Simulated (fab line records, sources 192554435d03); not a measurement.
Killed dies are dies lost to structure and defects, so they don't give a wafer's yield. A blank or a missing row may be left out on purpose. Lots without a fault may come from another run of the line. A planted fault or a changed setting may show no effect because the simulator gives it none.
fab line records | flow n5_finfet | part 1 of 2: steps 1 to 4 of 6
record lots=22 wafers=66 last_day=18
route steps=1938 shown FIN_SAQP@138 STI_FIN_REVEAL@190 DUMMY_GATE@236 SD_EPI_N@272
lots that met no fault: from a run of the same line without faults
start_h: hours from the record's first day to the start of the lot's first wafer shown | wait_h: hours since the lot's step before | " the same as in the row above | L1.1+2: a row that stands for several wafers | - no value, or no start given | * or withheld: withheld | < > ~ a bound
route shown NAME@n: a module of which the file shows steps, and the number in the route of the first | usual: mean/standard deviation of fault-free wafers | same: alike in all rows | chamber/n: place in a boat | sites: the reading at each site | _std_site: their standard deviation | _edge_site: outer sites' mean less inner sites' | radius_mm: how far each site lies from the wafer's centre | mask NAME#n: copy n | behind: the tool/chamber that last shaped the wafer | hold: why the lot was held/for how many hours/how that ended | device: the transistor (n, p or np) that didn't switch | end of line: the same wafers' tests at the end of the route | a step without rows: its recipe alone | killed: dies lost to structure and defects at the first sort, not the wafer's yield | map: a wafer's dies, x killed, . not, _ none there
set.NAME: the setting as run; set.NAME@STEP: as run at that earlier step | model.NAME: the simulator's own value behind a step, which no gauge read
steps of the route over a sample of lots; a table a step, a row a wafer
services: from which hour (start_h, from the record's first day; less than 0 if before it) a tool's chamber was out of use, for how many hours, and why
## steps
# step N5_FIN_SAQP_SPACER2_ALD_28
# recipe material=SiO2 target_thk_a=81 temp_c=300 ald_precursor_family=BDEAS ald_co_reactant=O2-plasma pulse_time_s=1 purge_time_s=2 co_reactant_purge_time_s=2 pressure_torr=2
# usual heater_power_w=465/66 precursor_pulse_height_rel=1.002/0.02
# columns lot.wafer tool chamber start_h wait_h heater_power_w precursor_pulse_height_rel
L074.2 ald_sin-04 3 24.87 0.1 382 0.997
L074.5 " 2 " " 484 0.994
L074.6 " 1 " " 426 0.970
L075.3 ald_sin-03 3 31.82 0.1 403 1.005
L075.4 " 0 " " 456 0.986
L075.6 " 0 " " 462 1.052
L076.1 ald_sin-01 3 37.58 0.1 524 0.998
L076.3 " 1 " " 432 0.996
L076.5 " 3 " " 546 1.036
L077.1 ald_sin-01 0 43.99 0.3 467 1.024
L077.2 " 3 " " 532 1.011
L077.3 " 1 " " 422 1.018
L078.1 ald_sin-03 1 52.76 0.7 444 0.998
L078.5 " 0 " " 456 1.006
L078.6 " 1 " " 419 0.989
L079.3 ald_sin-03 2 55.85 0.1 308 0.969
L079.5 " 0 " " 451 0.994
L079.6 " 1 " " 431 0.973
L080.3 ald_sin-04 0 61.34 0.1 518 1.012
L080.4 " 1 " " 408 0.994
L080.6 " 0 " " 540 1.010
L081.3 ald_sin-01 2 67.52 0.1 543 0.997
L081.4 " 3 " " 526 0.995
L081.5 " 2 " " 552 1.007
L082.2 ald_sin-04 2 73.22 0.1 489 1.007
L082.3 " 3 " " 376 1.004
L082.6 " 0 " " 519 1.018
L083.2 ald_sin-03 2 79.64 0.1 309 1.008
L083.5 " 3 " " 398 0.990
L083.6 " 0 " " 454 0.959
L084.1 ald_sin-04 3 85.09 0.1 381 1.029
L084.3 " 1 " " 410 1.023
L084.5 " 0 " " 537 0.994
L085.1 ald_sin-01 1 91.64 0.1 430 1.007
L085.3 " 2 " " 565 1.025
L085.4 " 0 " " 468 0.990
L087.1 ald_sin-04 1 105.01 1.0 436 0.984
L087.4 " 0 " " 528 0.961
L087.5 " 2 " " 487 0.986
L088.2 ald_sin-01 2 110.38 0.1 556 1.026
L088.5 " 2 " " 550 1.006
L088.6 " 1 " " 425 1.020
L089.1 ald_sin-01 0 115.66 0.1 468 0.976
L089.4 " 3 " " 524 1.009
L089.6 " 2 " " 560 0.997
L090.2 ald_sin-01 2 122.59 1.1 555 1.008
L090.4 " 0 " " 461 0.987
L090.5 " 3 " " 543 1.022
L091.2 ald_sin-01 2 127.49 0.1 547 1.020
L091.5 " 0 " " 474 0.994
L091.6 " 1 " " 424 0.942
L092.4 ald_sin-04 2 132.27 0.1 510 0.968
L092.5 " 0 " " 534 0.984
L092.6 " 3 " " 378 0.979
L094.1 ald_sin-01 1 145.42 0.1 438 1.018
L094.4 " 0 " " 463 1.001
L094.5 " 0 " " 467 1.010
L095.1 ald_sin-04 3 151.81 0.3 371 1.020
L095.3 " 1 " " 434 0.979
L095.4 " 0 " " 525 1.010
L096.3 ald_sin-03 3 156.56 0.1 408 0.988
L096.4 " 1 " " 444 1.015
L096.6 " 0 " " 467 0.988
L097.2 ald_sin-01 3 163.04 0.4 542 0.982
L097.3 " 2 " " 555 1.046
L097.5 " 3 " " 530 0.974
# step N5_STI_FIN_REVEAL_ETCHBACK_08
# recipe chemistry=C4F6/O2 target=SiO2 target_depth_a=305 time_s=10.167 ion_energy_ev=250 pressure_mtorr=30 source_w=345 bias_w=185 Ar_flow_sccm=300 C4F6_flow_sccm=10 O2_flow_sccm=10
# usual drypump_motor_current_A=5.6/0.54 oes_o_777_au=0.79/0.076 oes_product_au=0.78/0.086 rf_vpp_V=663/17 showerhead_plenum_p_Torr=2.85/0.081 throttle_valve_pct=21.0/0.31
# same time_s=10.167
# columns lot.wafer tool chamber start_h wait_h drypump_motor_current_A oes_o_777_au oes_product_au rf_hours_counter_h rf_vpp_V showerhead_plenum_p_Torr throttle_valve_pct
L074.2 rie_diel-02 0 33.48 0.3 5.7 0.94 0.93 18 670 2.80 20.8
L074.5 " 0 " " 5.7 0.93 0.93 - 669 2.80 20.8
L074.6 " 3 " " 5.8 0.87 0.88 - 656 2.89 20.8
L075.3 rie_diel-05 1 40.56 0.1 4.8 0.73 0.70 219 646 2.80 20.8
L075.4 " 3 " " 5.4 0.72 0.71 197 666 2.84 21.1
L075.6 " 3 " " 5.4 0.72 0.72 - 668 2.84 21.1
L076.1 rie_diel-05 3 46.67 0.2 5.4 0.72 0.71 199 669 2.84 21.1
L076.3 " 1 " " 4.8 0.73 0.69 221 647 2.80 20.7
L076.5 " 0 " " 5.3 0.84 0.85 - 654 2.80 20.9
L077.1 rie_diel-06 0 52.29 0.2 5.0 0.96 0.97 12 682 3.03 20.7
L077.2 " 2 " " 6.5 0.76 0.73 194 636 2.73 21.8
L077.3 " 3 " " 6.6 0.75 0.73 171 675 2.93 21.2
L078.1 rie_diel-05 2 61.18 0.2 5.6 0.83 0.84 64 674 2.90 21.1
L078.5 " 2 " " 5.6 0.83 0.84 - 673 2.90 21.1
L078.6 " 1 " " 4.9 0.73 0.70 - 645 2.80 20.7
L079.3 rie_diel-05 0 64.10 0.1 5.3 0.82 0.84 59 654 2.80 20.9
L079.5 " 1 " " 4.9 0.72 0.70 - 646 2.80 20.7
L079.6 " 2 " " 5.6 0.83 0.83 - 673 2.90 21.1
L080.3 rie_diel-06 1 69.86 0.1 5.1 0.73 0.69 214 647 2.81 21.1
L080.4 " 0 " " 5.0 0.94 0.95 18 682 3.03 20.8
L080.6 " 2 " " 6.4 0.75 0.72 - 638 2.73 21.8
L081.3 rie_diel-02 3 75.89 0.1 5.8 0.85 0.85 74 657 2.88 20.9
L081.4 " 1 " " 6.0 0.75 0.74 - 691 2.93 21.1
L081.5 " 3 " " 5.8 0.84 0.85 - 657 2.88 20.9
L082.2 rie_diel-06 3 81.39 0.2 6.6 0.75 0.71 181 674 2.93 21.2
L082.3 " 2 " " 6.5 0.75 0.71 203 636 2.73 21.8
L082.6 " 1 " " 5.1 0.72 0.69 - 647 2.81 21.1
L083.2 rie_diel-05 2 88.11 0.3 5.6 0.81 0.83 73 673 2.90 21.1
L083.5 " 0 " " 5.3 0.81 0.84 - 654 2.80 21.0
L083.6 " 3 " " 5.4 0.72 0.70 - 666 2.84 21.2
L084.1 rie_diel-06 0 93.71 0.2 5.0 0.93 0.94 23 683 3.02 20.8
L084.3 " 2 " " 6.4 0.75 0.71 208 638 2.73 21.8
L084.5 " 1 " " 5.1 0.73 0.68 - 647 2.81 21.1
L085.1 rie_diel-06 3 100.69 0.2 6.6 0.74 0.72 189 675 2.92 21.2
L085.3 " 0 " " 5.0 0.93 0.94 25 682 3.02 20.8
L085.4 " 2 " " 6.5 0.75 0.72 211 636 2.73 21.8
L087.1 rie_diel-05 0 113.19 0.2 5.3 0.80 0.82 77 653 2.79 21.0
L087.4 " 3 " " 5.4 0.71 0.69 217 668 2.83 21.1
L087.5 " 2 " " 5.6 0.81 0.81 - 673 2.90 21.1
L088.2 rie_diel-02 0 119.22 0.2 5.7 0.87 0.87 49 667 2.79 20.8
L088.5 " 2 " " 5.3 0.94 0.92 - 696 2.99 20.5
L088.6 " 3 " " 5.8 0.83 0.82 - 657 2.87 20.9
L089.1 rie_diel-06 1 124.09 0.2 5.1 0.72 0.67 234 647 2.80 21.1
L089.4 " 0 " " 5.0 0.91 0.92 34 682 3.02 20.8
L089.6 " 0 " " 5.0 0.91 0.91 - 680 3.02 20.8
L090.2 rie_diel-05 3 130.72 0.2 5.4 0.70 0.68 224 667 2.83 21.2
L090.4 " 2 " " 5.6 0.81 0.80 - 671 2.89 21.1
L090.5 " 3 " " 5.4 0.71 0.69 - 666 2.83 21.2
L091.2 rie_diel-05 3 135.98 0.2 5.4 0.70 0.69 226 667 2.83 21.2
L091.5 " 0 " " 5.2 0.80 0.81 - 654 2.79 21.0
L091.6 " 2 " " 5.6 0.80 0.81 - 672 2.89 21.1
L092.4 rie_diel-06 1 140.44 0.1 5.1 0.72 0.67 240 648 2.80 21.1
L092.5 " 0 " " 5.0 0.90 0.91 - 681 3.01 20.8
L092.6 " 3 " " 6.6 0.73 0.70 - 675 2.92 21.2
L094.1 rie_diel-02 1 153.99 0.2 6.0 0.72 0.72 205 692 2.92 21.2
L094.4 " 2 " " 5.4 0.91 0.89 31 697 2.99 20.5
L094.5 " 0 " " 5.7 0.86 0.86 - 668 2.79 20.8
L095.1 rie_diel-06 0 160.21 0.2 5.0 0.88 0.89 46 683 3.01 20.8
L095.3 " 2 " " 6.4 0.73 0.69 231 636 2.72 21.8
L095.4 " 3 " " 6.6 0.73 0.70 209 674 2.91 21.3
L096.3 rie_diel-05 2 165.48 0.2 5.6 0.79 0.79 102 670 2.89 21.1
L096.4 " 3 " " 5.4 0.70 0.68 237 666 2.83 21.2
L096.6 " 3 " " 5.4 0.69 0.69 - 668 2.83 21.2
L097.2 rie_diel-05 3 176.14 0.2 5.4 0.69 0.67 241 667 2.82 21.2
L097.3 " 1 " " 4.9 0.97 0.92 12 645 2.78 20.4
L097.5 " 2 " " 5.6 0.78 0.78 - 674 2.89 21.1
# step N5_DUMMY_GATE_ETCH_36
# recipe chemistry=CF4 target=SiARC target_depth_a=130 pressure_mtorr=40 source_w=545 bias_w=36 Ar_flow_sccm=100 cf4_flow_sccm=100 ion_energy_ev=80
# usual drypump_motor_current_A=5.6/0.45 oes_product_au=0.76/0.084 rf_vpp_V=184.1/1.2 showerhead_plenum_p_Torr=2.14/0.066 throttle_valve_pct=15.56/0.26
# columns lot.wafer tool chamber start_h wait_h drypump_motor_current_A oes_product_au rf_hours_counter_h rf_vpp_V showerhead_plenum_p_Torr throttle_valve_pct
L074.2 rie_diel-04 3 47.67 0.0 5.2 0.74 167 183.9 2.05 15.50
L074.5 " 3 " " 5.2 0.74 - 182.4 2.05 15.47
L074.6 " 2 " " 6.2 0.95 - 185.6 2.19 15.06
L075.3 rie_diel-03 1 52.47 0.0 6.3 0.73 200 185.3 2.21 15.96
L075.4 " 2 " " 5.1 0.70 222 184.5 2.20 15.68
L075.6 " 1 " " 6.3 0.73 - 184.5 2.21 15.94
L076.1 rie_diel-01 0 59.17 0.0 4.9 0.71 225 183.5 2.12 15.65
L076.3 " 3 " " 5.6 0.79 112 184.8 2.25 15.43
L076.5 " 1 " " 5.8 0.90 - 185.2 2.10 15.27
L077.1 rie_diel-01 3 65.30 0.0 5.6 0.79 114 184.4 2.25 15.44
L077.2 " 2 " " 5.2 0.82 97 183.0 2.08 15.47
L077.3 " 0 " " 4.9 0.70 227 184.6 2.12 15.68
L078.1 rie_diel-04 3 72.99 0.0 5.2 0.73 174 183.1 2.05 15.50
L078.5 " 0 " " 5.8 0.72 - 184.2 2.11 15.85
L078.6 " 1 " " 5.7 0.79 - 180.9 1.98 15.33
L079.3 rie_diel-04 3 76.03 0.0 5.2 0.73 174 183.1 2.05 15.50
L079.5 " 2 " " 6.2 0.94 - 184.4 2.19 15.09
L079.6 " 1 " " 5.7 0.79 - 182.5 1.98 15.31
L080.3 rie_diel-01 2 81.95 0.0 5.2 0.81 102 185.4 2.08 15.48
L080.4 " 0 " " 4.9 0.70 231 183.6 2.12 15.67
L080.6 " 2 " " 5.2 0.81 - 183.6 2.08 15.48
L081.3 rie_diel-03 3 87.73 0.0 5.7 0.70 208 184.9 2.14 15.81
L081.4 " 1 " " 6.3 0.72 211 186.1 2.20 15.96
L081.5 " 3 " " 5.7 0.70 - 183.9 2.14 15.80
L082.2 rie_diel-03 1 93.48 0.0 6.3 0.72 212 185.3 2.20 15.98
L082.3 " 2 " " 5.0 0.70 234 185.0 2.19 15.69
L082.6 " 1 " " 6.3 0.72 - 185.7 2.20 15.96
L083.2 rie_diel-03 2 99.98 0.0 5.0 0.69 235 185.9 2.19 15.70
L083.5 " 0 " " 6.0 0.70 - 182.7 2.11 15.43
L083.6 " 1 " " 6.3 0.72 - 185.3 2.20 15.95
L084.1 rie_diel-03 3 107.61 0.0 5.7 0.69 213 182.1 2.13 15.79
L084.3 " 1 " " 6.3 0.70 217 184.5 2.20 15.96
L084.5 " 0 " " 6.0 0.70 - 182.6 2.11 15.41
L085.1 rie_diel-01 2 118.01 0.0 5.2 0.81 112 184.8 2.08 15.51
L085.3 " 3 " " 5.6 0.78 130 186.1 2.24 15.45
L085.4 " 1 " " 5.8 0.88 55 182.3 2.10 15.31
L087.1 rie_diel-03 3 131.79 0.0 5.7 0.69 221 183.1 2.13 15.82
L087.4 " 0 " " 6.0 0.69 223 184.8 2.11 15.45
L087.5 " 2 " " 5.0 0.69 - 185.0 2.19 15.72
L088.2 rie_diel-03 0 135.51 0.0 6.0 0.69 224 183.1 2.11 15.43
L088.5 " 3 " " 5.7 0.69 - 184.8 2.13 15.82
L088.6 " 2 " " 5.1 0.68 - 185.4 2.19 15.71
L089.1 rie_diel-01 0 139.54 0.0 4.9 0.69 248 184.4 2.11 15.71
L089.4 " 3 " " 5.6 0.77 137 185.3 2.24 15.47
L089.6 " 0 " " 5.0 0.69 - 183.8 2.11 15.71
L090.2 rie_diel-01 2 150.26 0.0 5.2 0.78 123 183.4 2.07 15.53
L090.4 " 1 " " 5.8 0.87 - 184.4 2.09 15.32
L090.5 " 3 " " 5.6 0.77 - 186.0 2.24 15.49
L091.2 rie_diel-04 2 154.14 0.0 6.2 0.88 41 185.1 2.18 15.12
L091.5 " 2 " " 6.2 0.88 - 185.6 2.18 15.13
L091.6 " 3 " " 5.1 0.71 - 184.1 2.04 15.53
L092.4 rie_diel-04 1 154.76 0.0 5.7 0.77 133 182.3 1.98 15.37
L092.5 " 2 " " 6.2 0.88 - 183.6 2.18 15.13
L092.6 " 1 " " 5.7 0.77 - 181.4 1.97 15.36
L094.1 rie_diel-03 0 165.94 0.0 6.0 0.68 235 184.2 2.10 15.45
L094.4 " 1 " " 6.3 0.69 238 186.2 2.20 16.02
L094.5 " 3 " " 5.7 0.68 - 184.7 2.13 15.86
L095.1 rie_diel-03 2 173.11 0.0 5.0 0.97 2 184.9 2.19 15.24
L095.3 " 3 " " 5.7 0.68 236 184.0 2.13 15.83
L095.4 " 0 " " 6.0 0.68 237 183.5 2.10 15.48
L096.3 rie_diel-01 0 177.58 0.0 5.0 0.96 4 184.0 2.11 15.18
L096.4 " 1 " " 5.8 0.86 75 183.3 2.09 15.35
L096.6 " 0 " " 4.9 0.95 - 185.4 2.11 15.18
L097.2 rie_diel-01 3 190.87 0.0 5.6 0.76 154 185.5 2.24 15.51
L097.3 " 2 " " 5.2 0.78 136 183.9 2.07 15.54
L097.5 " 3 " " 5.6 0.75 - 185.8 2.24 15.51
# step N5_DUMMY_GATE_ETCH_42
# recipe chemistry=CHF3/O2 target=SiO2 target_depth_a=35 time_s=31 ion_energy_ev=30 bias_w=12 pressure_mtorr=30 source_w=600 Ar_flow_sccm=200 CHF3_flow_sccm=50 O2_flow_sccm=5
# usual drypump_motor_current_A=5.6/0.44 oes_o_777_au=0.76/0.085 oes_product_au=0.76/0.09 rf_vpp_V=42.4/1.1 showerhead_plenum_p_Torr=2.40/0.072 throttle_valve_pct=18.71/0.24
# same time_s=31
# columns lot.wafer tool chamber start_h wait_h drypump_motor_current_A oes_o_777_au oes_product_au rf_hours_counter_h rf_vpp_V showerhead_plenum_p_Torr throttle_valve_pct
L074.2 rie_diel-03 3 48.48 0.0 5.7 0.73 0.70 196 42.2 2.40 18.89
L074.5 " 3 " " 5.7 0.72 0.71 - 41.3 2.40 18.89
L074.6 " 2 " " 5.0 0.68 0.70 - 44.3 2.46 18.71
L075.3 rie_diel-04 3 53.32 0.1 5.1 0.74 0.73 169 40.8 2.32 18.66
L075.4 " 1 " " 5.7 0.78 0.79 106 40.9 2.24 18.51
L075.6 " 1 " " 5.7 0.78 0.79 - 41.2 2.24 18.52
L076.1 rie_diel-01 1 60.20 0.0 5.8 0.91 0.90 39 41.8 2.37 18.45
L076.3 " 2 " " 5.2 0.82 0.82 95 43.1 2.34 18.64
L076.5 " 1 " " 5.8 0.92 0.90 - 40.2 2.37 18.45
L077.1 rie_diel-01 0 66.15 0.0 5.0 0.70 0.70 227 42.1 2.40 18.91
L077.2 " 3 " " 5.6 0.79 0.79 115 43.4 2.53 18.57
L077.3 " 1 " " 5.8 0.91 0.89 41 41.5 2.37 18.46
L078.1 rie_diel-03 3 73.81 0.0 5.7 0.72 0.69 204 42.0 2.40 18.88
L078.5 " 0 " " 6.0 0.70 0.71 - 43.0 2.37 18.49
L078.6 " 1 " " 6.3 0.72 0.71 - 44.3 2.49 19.13
L079.3 rie_diel-04 2 76.85 0.0 6.2 0.92 0.94 17 42.4 2.48 18.34
L079.5 " 0 " " 5.7 0.72 0.71 - 41.8 2.37 18.95
L079.6 " 1 " " 5.7 0.78 0.78 - 41.8 2.24 18.51
L080.3 rie_diel-04 1 82.79 0.1 5.7 0.78 0.79 115 42.3 2.23 18.53
L080.4 " 0 " " 5.8 0.71 0.70 215 43.4 2.37 18.96
L080.6 " 3 " " 5.1 0.73 0.72 - 43.3 2.31 18.68
L081.3 rie_diel-01 2 88.54 0.0 5.2 0.82 0.82 104 42.9 2.34 18.62
L081.4 " 0 " " 5.0 0.70 0.69 233 41.6 2.40 18.91
L081.5 " 3 " " 5.6 0.77 0.78 - 42.7 2.53 18.58
L082.2 rie_diel-03 2 94.54 0.0 5.0 0.67 0.70 234 43.3 2.46 18.73
L082.3 " 1 " " 6.3 0.72 0.71 213 43.0 2.49 19.14
L082.6 " 0 " " 6.0 0.70 0.71 - 42.9 2.37 18.50
L083.2 rie_diel-04 1 100.80 0.0 5.7 0.77 0.79 120 41.6 2.23 18.56
L083.5 " 2 " " 6.2 0.90 0.93 - 42.6 2.47 18.32
L083.6 " 3 " " 5.2 0.73 0.72 - 43.0 2.31 18.67
L084.1 rie_diel-03 1 108.42 0.0 6.3 0.71 0.70 218 44.1 2.48 19.16
L084.3 " 0 " " 6.0 0.69 0.69 215 41.8 2.37 18.52
L084.5 " 2 " " 5.0 0.67 0.68 - 43.1 2.46 18.73
L085.1 rie_diel-03 1 119.14 0.0 6.3 0.72 0.70 221 42.9 2.48 19.16
L085.3 " 3 " " 5.7 0.71 0.69 217 41.2 2.39 18.91
L085.4 " 2 " " 5.0 0.67 0.68 242 44.2 2.45 18.73
L087.1 rie_diel-04 3 132.60 0.0 5.2 0.72 0.71 192 42.1 2.31 18.69
L087.4 " 0 " " 5.8 0.70 0.70 228 42.7 2.36 18.98
L087.5 " 3 " " 5.1 0.72 0.71 - 40.6 2.31 18.73
L088.2 rie_diel-01 1 136.32 0.0 5.8 0.88 0.88 60 40.9 2.36 18.52
L088.5 " 3 " " 5.6 0.76 0.78 - 42.3 2.52 18.60
L088.6 " 0 " " 5.0 0.70 0.69 - 42.3 2.39 18.94
L089.1 rie_diel-03 0 140.36 0.0 6.0 0.69 0.69 225 40.8 2.37 18.53
L089.4 " 1 " " 6.3 0.71 0.69 228 43.2 2.48 19.13
L089.6 " 3 " " 5.7 0.71 0.68 - 41.6 2.39 18.93
L090.2 rie_diel-01 3 151.26 0.0 5.6 0.76 0.77 142 43.4 2.52 18.63
L090.4 " 3 " " 5.6 0.75 0.77 - 43.5 2.52 18.62
L090.5 " 1 " " 5.7 0.88 0.87 - 42.1 2.36 18.53
L091.2 rie_diel-03 0 154.95 0.0 6.0 0.68 0.68 231 40.8 2.36 18.53
L091.5 " 1 " " 6.3 0.71 0.69 - 44.0 2.48 19.17
L091.6 " 3 " " 5.7 0.70 0.68 - 42.7 2.39 18.93
L092.4 rie_diel-01 3 155.69 0.1 5.6 0.77 0.76 - 42.1 2.52 18.63
L092.5 " 2 " " 5.2 0.79 0.79 - 42.9 2.33 18.68
L092.6 " 1 " " 5.8 0.87 0.86 - 42.4 2.36 18.51
L094.1 rie_diel-03 2 166.75 0.0 5.0 0.96 0.98 0 43.7 2.45 18.35
L094.4 " 1 " " 6.3 0.70 0.68 238 42.4 2.48 19.18
L094.5 " 3 " " 5.7 0.69 0.68 - 40.7 2.39 18.93
L095.1 rie_diel-03 0 174.03 0.2 6.0 0.67 0.67 238 41.5 2.36 18.55
L095.3 " 1 " " 6.3 0.70 0.68 240 43.0 2.47 19.18
L095.4 " 2 " " 5.0 0.93 0.96 3 44.9 2.45 18.35
L096.3 rie_diel-01 0 178.39 0.0 5.0 0.98 0.94 5 41.6 2.39 18.46
L096.4 " 1 " " 5.8 0.86 0.84 76 42.4 2.35 18.54
L096.6 " 0 " " 5.0 0.97 0.96 - 43.5 2.39 18.48
L097.2 rie_diel-03 3 191.95 0.2 5.7 0.69 0.67 240 41.7 2.38 18.95
L097.3 " 2 " " 5.0 0.91 0.94 8 43.9 2.45 18.37
L097.5 " 3 " " 5.7 0.69 0.67 - 41.5 2.38 18.95
